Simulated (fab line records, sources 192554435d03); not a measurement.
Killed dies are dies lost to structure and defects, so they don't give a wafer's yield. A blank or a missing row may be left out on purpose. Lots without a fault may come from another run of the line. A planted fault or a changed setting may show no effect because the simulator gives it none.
fab line records | flow n5_finfet
record lots=10 wafers=30 last_day=17
route steps=1938 shown SDB@359 HKMG_FIN@391 PASSIVATION@1936
lots that met no fault: from a run of the same line without faults
start_h: hours from the record's first day to the start of the lot's first wafer shown | wait_h: hours since the lot's step before | " the same as in the row above | L1.1+2: a row that stands for several wafers | - no value, or no start given | * or withheld: withheld | < > ~ a bound
route shown NAME@n: a module of which the file shows steps, and the number in the route of the first | usual: mean/standard deviation of fault-free wafers | same: alike in all rows | chamber/n: place in a boat | sites: the reading at each site | _std_site: their standard deviation | _edge_site: outer sites' mean less inner sites' | radius_mm: how far each site lies from the wafer's centre | mask NAME#n: copy n | behind: the tool/chamber that last shaped the wafer | hold: why the lot was held/for how many hours/how that ended | device: the transistor (n, p or np) that didn't switch | end of line: the same wafers' tests at the end of the route | a step without rows: its recipe alone | killed: dies lost to structure and defects at the first sort, not the wafer's yield | map: a wafer's dies, x killed, . not, _ none there
set.NAME: the setting as run; set.NAME@STEP: as run at that earlier step | model.NAME: the simulator's own value behind a step, which no gauge read
steps of the route over a sample of lots; a table a step, a row a wafer
services: from which hour (start_h, from the record's first day; less than 0 if before it) a tool's chamber was out of use, for how many hours, and why
## steps
# step N5_SDB_DESCUM_16
# recipe chemistry=O2 time_s=7.9 source_power_w=50 bias_power_w=20 pressure_mtorr=20 rf_frequency_hz=2.712e+07 temp_c=40 resist=CAR-ArF o2_flow_sccm=225
# usual drypump_motor_current_A=5.7/0.49 oes_product_au=0.82/0.099 rf_vpp_V=243.0/1.3 showerhead_plenum_p_Torr=2.09/0.061 throttle_valve_pct=20.41/0.21
# columns lot.wafer tool chamber start_h wait_h drypump_motor_current_A oes_product_au rf_hours_counter_h rf_vpp_V showerhead_plenum_p_Torr throttle_valve_pct
L240.1 rie_diel-03 0 79.26 0.0 5.5 0.69 216 240.2 1.99 20.32
L240.2 " 3 " " 5.7 0.88 63 245.5 2.21 20.32
L240.3 " 1 " " 6.7 0.69 254 241.5 2.07 20.77
L244.2 rie_diel-05 0 100.96 0.0 5.5 0.84 43 245.0 2.23 20.09
L244.3 " 3 " " 5.6 0.74 164 243.3 2.09 20.45
L244.6 " 1 " " 5.5 0.76 - 241.0 2.07 20.65
L248.1 rie_diel-01 1 129.61 0.5 5.6 0.95 13 244.2 2.12 19.87
L248.5 " 2 " " 5.8 0.72 - 242.9 2.06 20.77
L248.6 " 3 " " 5.2 0.89 - 242.1 2.06 20.54
L249.4 rie_diel-01 3 132.64 0.0 5.2 0.89 35 243.1 2.06 20.51
L249.5 " 1 " " 5.6 0.94 - 245.3 2.12 19.89
L249.6 " 0 " " 5.0 0.86 - 240.0 2.06 20.19
L250.1 rie_diel-05 1 142.76 0.0 5.5 0.74 184 243.1 2.06 20.69
L250.3 " 2 " " 6.2 0.70 212 244.8 2.14 20.43
L250.4 " 3 " " 5.6 0.73 179 243.0 2.08 20.48
L252.1 rie_diel-05 3 149.52 0.0 5.6 0.73 182 244.0 2.08 20.47
L252.2 " 1 " " 5.5 0.73 187 241.6 2.06 20.68
L252.6 " 2 " " 6.2 0.70 - 244.9 2.14 20.42
L258.1 rie_diel-03 3 190.48 0.4 5.6 0.83 100 245.1 2.19 20.38
L258.5 " 1 " " 6.7 0.92 - 243.0 2.06 20.41
L258.6 " 3 " " 5.6 0.83 - 245.0 2.19 20.40
L259.2 rie_diel-01 2 193.59 0.0 5.8 0.69 233 240.8 2.05 20.81
L259.3 " 0 " " 5.1 0.82 77 242.8 2.05 20.23
L259.5 " 2 " " 5.8 0.69 - 242.3 2.05 20.80
L260.1 rie_diel-05 0 197.46 0.0 5.5 0.81 72 244.6 2.21 20.14
L260.2 " 1 " " 5.5 0.72 203 245.1 2.06 20.73
L260.5 " 2 " " 6.2 0.70 - 244.0 2.13 20.43
L261.2 rie_diel-03 1 205.39 0.0 6.7 0.90 37 242.2 2.06 20.43
L261.3 " 3 " " 5.7 0.82 108 245.4 2.19 20.39
L261.6 " 1 " " 6.7 0.90 - 242.4 2.06 20.43
# step N5_SDB_CMP_30
# recipe stop_on=poly-Si t_overpolish_s=1.54 post_cmp_clean=alkaline_brush down_force_psi=4.1491 platen_rpm=51.796 pad_velocity_m_s=1.0306 target_thk_nm=30
# usual motor_current_A=12.2/1.4 overpolish_run_s=1.540/0.0096 time_to_endpoint_s=18.8/2.7
# columns lot.wafer tool chamber start_h wait_h motor_current_A overpolish_run_s time_to_endpoint_s
L240.2 cmp-04 1 83.61 1.4 11.8 1.530 23.3
L240.3 " 3 " " 12.7 1.535 21.0
L240.1 " 0 " " 10.8 1.550 20.6
L244.3 cmp-03 3 104.58 1.5 14.2 1.533 15.1
L244.2 " 0 " " 11.2 1.545 15.0
L244.6 " 1 " " 13.0 1.537 17.9
L248.1 cmp-03 1 133.71 1.5 13.2 1.537 20.3
L248.5 " 3 " " 13.4 1.541 19.2
L248.6 " 0 " " 11.6 1.543 18.8
L249.4 cmp-03 1 137.45 1.5 12.5 1.543 20.1
L249.6 " 3 " " 14.2 1.527 17.6
L249.5 " 0 " " 11.0 1.536 16.6
L250.1 cmp-03 2 147.97 1.4 13.1 1.548 18.4
L250.3 " 3 " " 13.1 1.538 18.0
L250.4 " 0 " " 11.0 1.541 16.9
L252.2 cmp-04 3 153.05 1.4 12.5 1.539 21.5
L252.1 " 0 " " 11.5 1.551 19.3
L252.6 " 3 " " 13.6 1.536 20.2
L258.1 cmp-01 0 194.85 1.4 11.8 1.554 19.9
L258.5 " 3 " " 9.4 1.552 18.8
L258.6 " 0 " " 11.1 1.539 18.6
L259.3 cmp-04 0 197.12 1.4 11.4 1.537 16.1
L259.2 " 3 " " 12.9 1.551 21.3
L259.5 " 1 " " 12.2 1.540 21.1
L260.2 cmp-01 0 200.99 1.4 11.5 1.542 19.4
L260.1 " 1 " " 12.3 1.529 19.8
L260.5 " 1 " " 12.2 1.558 22.2
L261.3 cmp-04 2 209.40 1.4 10.2 1.553 18.8
L261.2 " 0 " " 10.8 1.543 19.8
L261.6 " 3 " " 12.6 1.537 19.5
# step N5_SDB_INSPECT_36
# recipe inspect_instrument=darkfield mode=post_cmp
# usual raw_defect_count=37/17
# columns lot.wafer tool chamber start_h wait_h raw_defect_count
L240.1 defect_inspect-02 - 83.92 0.0 31
L240.2 " - " " 26
L240.3 " - " " 17
L244.2 defect_inspect-02 - 104.82 0.0 78
L244.3 " - " " 79
L244.6 " - " " 50
L248.1 defect_inspect-01 - 133.95 0.0 18
L248.5 " - " " 28
L248.6 " - " " 21
L249.4 defect_inspect-01 - 137.70 0.0 36
L249.5 " - " " 46
L249.6 " - " " 32
L250.1 defect_inspect-01 - 148.26 0.0 56
L250.3 " - " " 51
L250.4 " - " " 95
L252.1 defect_inspect-01 - 153.37 0.0 25
L252.2 " - " " 23
L252.6 " - " " 22
L258.1 defect_inspect-02 - 195.13 0.0 49
L258.5 " - " " 37
L258.6 " - " " 48
L259.2 defect_inspect-02 - 197.45 0.0 9
L259.3 " - " " 23
L259.5 " - " " 30
L260.1 defect_inspect-01 - 201.31 0.0 22
L260.2 " - " " 24
L260.5 " - " " 40
L261.2 defect_inspect-02 - 209.72 0.0 13
L261.3 " - " " 24
L261.6 " - " " 14
# step N5_HKMG_FIN_COAT_42
# recipe resist=SiARC temp_c=220 time_s=60 spin_rpm=1500 resist_thk_nm=35
# usual spin_speed_rpm=1500.0/0.96
# columns lot.wafer tool chamber start_h wait_h spin_speed_rpm
L240.1 litho_track-01 0 85.10 - 1500.6
L240.2 " 0 " " 1501.0
L240.3 " 0 " " 1501.4
L244.2 litho_track-01 0 106.22 - 1499.4
L244.3 " 0 " " 1499.5
L244.6 " 0 " " 1499.6
L248.1 litho_track-05 0 135.19 - 1500.4
L248.5 " 0 " " 1502.2
L248.6 " 0 " " 1500.7
L249.4 litho_track-05 0 138.98 - 1499.2
L249.5 " 0 " " 1500.1
L249.6 " 0 " " 1498.7
L250.1 litho_track-04 0 149.48 - 1501.4
L250.3 " 0 " " 1501.1
L250.4 " 0 " " 1499.6
L252.1 litho_track-04 0 154.77 - 1500.4
L252.2 " 0 " " 1499.9
L252.6 " 0 " " 1499.2
L258.1 litho_track-01 0 196.38 - 1499.3
L258.5 " 0 " " 1498.7
L258.6 " 0 " " 1501.1
L259.2 litho_track-01 0 198.61 - 2248.4
L259.3 " 0 " " 2248.8
L259.5 " 0 " " 2248.1
L260.1 litho_track-01 0 202.47 - 2246.7
L260.2 " 0 " " 2247.4
L260.5 " 0 " " 2247.7
L261.2 litho_track-05 0 210.89 - 1500.4
L261.3 " 0 " " 1500.8
L261.6 " 0 " " 1500.1
# step N5_HKMG_FIN_ETCH_54
# recipe chemistry=CF4 target=SiARC target_depth_a=455 mask_material=CAR-ArF time_s=75.8 ion_energy_ev=80 pressure_mtorr=40 source_w=545 bias_w=36 Ar_flow_sccm=100 cf4_flow_sccm=100 ends=cleared
# usual bias_w=36.01/0.098 drypump_motor_current_A=5.7/0.4 etch_rf_on_time_s=75.5/1.9 oes_product_au=0.69/0.078 rf_vpp_V=184.2/1.1 showerhead_plenum_p_Torr=2.15/0.063 throttle_valve_pct=15.59/0.28
# columns lot.wafer tool chamber start_h wait_h bias_w drypump_motor_current_A etch_rf_on_time_s oes_product_au rf_hours_counter_h rf_vpp_V showerhead_plenum_p_Torr throttle_valve_pct
L240.1 rie_diel-01 1 85.59 0.0 36.19 5.6 71.3 0.85 4 184.6 2.18 15.13
L240.2 " 2 " " 36.00 5.8 75.6 0.62 189 185.5 2.12 15.95
L240.3 " 0 " " 35.99 5.1 73.6 0.75 32 183.7 2.11 15.26
L244.2 rie_diel-03 3 106.72 0.0 36.12 5.7 75.7 0.73 74 186.4 2.25 15.53
L244.3 " 0 " " 35.96 5.5 76.7 0.59 227 182.7 2.03 15.51
L244.6 " 1 " " 35.80 6.7 73.7 0.85 - 184.4 2.11 15.41
L248.1 rie_diel-05 3 136.17 0.0 35.99 5.6 75.8 0.63 176 184.1 2.14 15.70
L248.5 " 2 " " 35.81 6.1 79.8 0.59 - 184.7 2.19 15.76
L248.6 " 3 " " 36.02 5.6 75.6 0.63 - 183.6 2.14 15.71
L249.4 rie_diel-05 2 139.80 0.0 36.08 6.1 79.2 0.59 211 185.0 2.19 15.74
L249.5 " 0 " " 36.10 5.5 78.0 0.71 - 185.3 2.24 15.14
L249.6 " 3 " " 36.16 5.6 74.9 0.63 - 183.4 2.14 15.71
L250.1 rie_diel-05 3 149.97 0.0 35.94 5.6 75.0 0.62 182 182.9 2.14 15.72
L250.3 " 0 " " 36.18 5.5 76.6 0.70 56 186.6 2.24 15.14
L250.4 " 2 " " 35.95 6.2 77.6 0.59 215 185.0 2.19 15.75
L252.1 rie_diel-03 2 155.13 0.0 35.96 5.9 75.0 0.76 23 182.3 2.10 15.45
L252.2 " 0 " " 35.98 5.5 77.5 0.58 239 182.6 2.03 15.53
L252.6 " 3 " " 36.01 5.6 75.6 0.71 - 184.6 2.25 15.58
L258.1 rie_diel-03 1 196.86 0.0 36.13 6.7 72.4 0.79 32 182.5 2.10 15.45
L258.5 " 1 " " 35.96 6.7 72.8 0.79 - 183.7 2.10 15.45
L258.6 " 3 " " 35.82 5.6 75.5 0.70 - 184.1 2.24 15.62
L259.2 rie_diel-03 3 199.14 0.0 36.07 5.6 62.5 0.70 104 185.3 2.24 15.62
L259.3 " 1 " " 36.05 6.7 60.1 0.79 33 183.0 2.10 15.45
L259.5 " 2 " " 35.92 5.9 60.2 0.75 - 182.3 2.09 15.47
L260.1 rie_diel-05 2 202.96 0.0 35.99 6.1 64.6 0.58 233 184.2 2.18 15.78
L260.2 " 1 " " 36.00 5.5 62.7 0.62 205 185.5 2.14 16.15
L260.5 " 1 " " 36.02 5.5 62.4 0.63 - 184.1 2.14 16.16
L261.2 rie_diel-01 1 211.40 0.0 36.01 5.6 71.9 0.76 44 184.5 2.17 15.20
L261.3 " 0 " " 36.03 5.1 75.0 0.69 83 182.8 2.09 15.35
L261.6 " 3 " " 36.06 5.2 75.7 0.71 - 182.5 2.08 15.57
# step N5_PASSIVATION_PROBE_49
# usual killed_at_M0_to_M3=32/9.7 killed_at_M4_up=14/5.3 killed_at_contacts=11/6 killed_at_front_end=39/14 killed_at_other=3.3/2.7 killed_dies=100/17 killed_open=66/13 killed_short=32/7.4
# same gross_dies=1180 killed_at_back_side=0
# columns lot.wafer tool chamber start_h wait_h killed_at_M0_to_M3 killed_at_M4_up killed_at_contacts killed_at_front_end killed_at_other killed_dies killed_open killed_short
L248.1 prober-01 - 328.69 0.0 37 12 12 62 1 124 81 40
L260.2 prober-01 - 398.46 0.1 44 7 9 65 3 128 77 37
# killed by level:class
L248.1 FIN_SAQP:geometric_particle:open=14 STI_FIN_REVEAL:geometric_particle:open=13 MOL_CONTACT_COAG:geometric_particle:open=12 FIN_SAQP:geometric_particle:short=11 BEOL_M0_SAQP:geometric_particle:open=10 BEOL_M0_SAQP:geometric_particle:short=10 DUMMY_GATE:geometric_particle:open=7 BEOL_M2:geometric_particle:open=7
L260.2 STI_FIN_REVEAL:geometric_particle:open=13 BEOL_M3:geometric_particle:open=13 HKMG_FIN:area_etch=10 GATE_CUT:geometric_particle:open=8 BEOL_M0_SAQP:geometric_particle:open=8 BEOL_M2:geometric_particle:open=7 GATE_CUT:geometric_particle:short=7 FIN_SAQP:geometric_particle:open=6
## services
# columns tool chamber start_h hours kind
cmp-04 - 55.86 5.2 pm
rie_diel-03 2 57.20 - clean
rie_diel-03 2 57.20 - consumable_replace:focus_ring
rie_diel-03 2 57.20 22.6 scheduled_down
rie_diel-03 2 57.20 22.6 vent_cycle
cmp-04 - 64.14 1.5 repair
cmp-01 - 77.15 2.2 repair
rie_diel-05 0 77.23 7.1 repair
rie_diel-03 1 79.92 - clean
rie_diel-03 1 79.92 - consumable_replace:focus_ring
rie_diel-03 1 79.92 18.9 scheduled_down
rie_diel-03 1 79.92 18.9 vent_cycle
rie_diel-01 1 94.09 2.9 repair
cmp-03 - 102.60 1.9 repair
rie_diel-05 0 122.16 10.0 repair
rie_diel-03 - 128.90 15.6 pm
cmp-01 - 135.13 4.9 pm
cmp-01 - 148.55 0.2 repair
cmp-04 - 158.74 3.8 repair
rie_diel-03 0 168.28 7.7 repair
rie_diel-01 - 178.16 0.7 repair
cmp-03 - 184.14 4.0 pm
rie_diel-03 0 190.42 - clean
rie_diel-03 0 190.42 - consumable_replace:esc
## key
first_sign step=N5_HKMG_FIN_COAT_42 reading=spin_speed_rpm direction=up sigmas=99+ usual=* struck=*
effect step=N5_HKMG_FIN_ETCH_54 reading=etch_rf_on_time_s direction=down sigmas=7.2 usual=* struck=*
met_at N5_HKMG_FIN_COAT_42
struck_lots L259,L260
tester_left_out L259,L260
baseline_loss step=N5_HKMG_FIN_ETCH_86 wafers=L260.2
not_acting_at N5_SDB_DESCUM_16,N5_SDB_CMP_30,N5_SDB_INSPECT_36
onset_between 196.38 198.61
fault kind=process_parameter_drift tool=litho_track-01 chamber=- onset_h=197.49 steps=N5_HKMG_FIN_COAT_42 channel=spin_rpm offset=* shape=step end_h=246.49 acts_in=* stated=*
# tester_left_out: of these lots the tester's yield and bins aren't shown, on N5 and GAA mostly nor the transistor test; their killed dies are dies lost to structure and defects alone, not to doping, threshold or leakage, so they don't give the yield
# baseline_loss: these wafers lose ten dies or more at that step, a loss of the line's own and not of a fault; the sort's usual values leave them out
